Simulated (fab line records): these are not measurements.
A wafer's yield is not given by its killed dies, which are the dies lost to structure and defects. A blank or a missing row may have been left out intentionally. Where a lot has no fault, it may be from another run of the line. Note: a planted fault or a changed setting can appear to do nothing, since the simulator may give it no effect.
Chamber matching + flow n5Finfet + 4 sister chambers for N5_ZERO_LAYER_ETCH_17 on rieDiel-04
The step etches SiO2 in CF4, target depth 12 nm, time 13.3 s. 8 wafers are shown with their chamber, then 11 later ones without.

## WAFERS WITH THEIR CHAMBER
| wafer  | chamber | showerheadPlenumPTorr (Torr) | drypumpMotorCurrentA (A) |
|--------|---------|------------------------------|--------------------------|
| L081.3 | 3       | 2.04                         | 5.5                      |
| L082.5 | 3       | 2.04                         | 5.5                      |
| L084.2 | 2       | 2.13                         | 5.7                      |
| L084.6 | 1       | 2.24                         | 5.9                      |
| L087.3 | 2       | 2.12                         | 5.8                      |
| L087.4 | 0       | 2.13                         | 5.7                      |
| L087.5 | 1       | 2.24                         | 5.9                      |
| L089.1 | 0       | 2.13                         | 5.7                      |

## WAFERS WHOSE CHAMBER IS MISSING
| wafer  | showerheadPlenumPTorr (Torr) | drypumpMotorCurrentA (A) |
|--------|------------------------------|--------------------------|
| L089.3 | 2.12                         | 5.8                      |
| L089.5 | 2.12                         | 5.8                      |
| L093.2 | 2.12                         | 5.8                      |
| L093.3 | 2.13                         | 5.7                      |
| L093.6 | 2.12                         | 5.8                      |
| L094.1 | 2.13                         | 5.7                      |
| L094.2 | 2.12                         | 5.8                      |
| L094.4 | 2.12                         | 5.8                      |
| L097.2 | 2.13                         | 5.7                      |
| L097.3 | 2.03                         | 5.5                      |
| L097.6 | 2.12                         | 5.7                      |

## CHAMBER TAKEN BY EACH
| wafer  | from the rows above     | in truth |
|--------|-------------------------|----------|
| L089.3 | 2                       | 2        |
| L089.5 | 2                       | 2        |
| L093.2 | 2                       | 2        |
| L093.3 | 0                       | 0        |
| L093.6 | 2                       | 2        |
| L094.1 | 0                       | 0        |
| L094.2 | 2                       | 2        |
| L094.4 | 2                       | 2        |
| L097.2 | 0                       | 0        |
| L097.3 | 3                       | 3        |
| L097.6 | can't be placed: 2 or 0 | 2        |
Correct placement for 10 of the 11. Cannot be placed on the basis of these rows: 1; the candidates contain the true chamber in 1. 0 placed wrongly.
How it was worked out, from the rows above alone: a wafer's distance from a chamber is the root of the sum, over the readings, of the square of ((its reading less the chamber's mean) divided by the reading's scatter). The wafer belongs to the nearest chamber; if the next one is less than 2 further off, it can't be placed. Each chamber's mean is taken over the wafers shown for it. The scatter: take each reading less its chamber's mean, square it, sum over the shown wafers, divide by the number of wafers less the number of chambers, and take the root.
